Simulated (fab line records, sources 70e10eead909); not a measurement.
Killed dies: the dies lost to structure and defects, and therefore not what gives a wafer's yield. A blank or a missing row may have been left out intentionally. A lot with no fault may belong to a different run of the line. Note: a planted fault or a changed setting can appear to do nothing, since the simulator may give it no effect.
Chamber matching -- flow nand-harc -- NHARC_P_GATE_ALD_36 on ald-sin-02 has 4 sister chambers
The step deposits SiNx, target thk 20 nm, pulse time 60 s, ald cycles 223. 27 wafers are shown with their chamber, then 12 later ones without.

WAFERS WITH THEIR CHAMBER
wafer,chamber,heater-power-w (W),precursor-pulse-height-rel
L074.2,2,753,0.970
L074.6,2,765,1.033
L074.5,3,801,1.014
L078.3,2,770,1.015
L078.4,3,825,1.006
L078.2,0,855,1.024
L078.1,1,786,1.037
L078.6,2,770,1.006
L078.5,3,817,1.011
L080.4,1,771,0.999
L080.3,2,750,0.993
L080.1,3,810,1.001
L080.2,0,856,0.969
L080.5,1,763,0.959
L080.6,2,752,1.003
L083.2,2,741,0.995
L083.1,3,817,0.988
L083.5,2,757,1.001
L087.4,2,772,0.989
L087.2,3,812,1.007
L087.1,0,865,1.029
L087.3,1,773,1.008
L087.5,2,778,0.976
L087.6,3,829,1.022
L089.1,2,770,0.969
L089.2,0,863,1.054
L089.5,3,814,0.995

SIGNATURES, as means of the wafers listed above
reading,chamber 0,chamber 1,chamber 2,chamber 3,scatter within a chamber
heater-power-w,859.75,773.25,761.64,815.62,9.84
precursor-pulse-height-rel,1.01900,1.00075,0.99545,1.00550,0.0224
Rule: a wafer's distance from a chamber is the root of the sum, over the readings, of the square of ((its reading less the chamber's mean) divided by the reading's scatter). If the next closest chamber is less than 2 further off than the closest, the wafer can't be placed; otherwise it belongs to the closest. The scatter: take each reading less its chamber's mean, square it, sum over the shown wafers, divide by the number of wafers less the number of chambers, and take the root.

WAFERS WHOSE CHAMBER IS MISSING
wafer,heater-power-w (W),precursor-pulse-height-rel
L092.2,784,0.989
L092.3,747,0.984
L092.1,824,1.001
L092.6,766,0.998
L092.4,781,0.966
L092.5,836,1.029
L095.3,747,0.988
L095.2,786,0.999
L095.1,814,0.985
L097.3,849,0.990
L097.1,801,1.013
L097.5,768,1.002

WHICH CHAMBER EACH ONE RAN IN
wafer,from the rows above,in truth
L092.2,can't be placed: 1 or 2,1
L092.3,can't be placed: 2 or 1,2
L092.1,3,3
L092.6,can't be placed: 2 or 1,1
L092.4,can't be placed: 1 or 2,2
L092.5,can't be placed: 3 or 0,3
L095.3,can't be placed: 2 or 1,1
L095.2,can't be placed: 1 or 2 or 3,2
L095.1,3,3
L097.3,can't be placed: 0 or 3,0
L097.1,can't be placed: 3 or 1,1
L097.5,can't be placed: 1 or 2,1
Correctly placed: 2 of 12. Cannot be placed on the basis of these rows: 10; the candidates contain the true chamber in 10. Wrongly placed: 0.
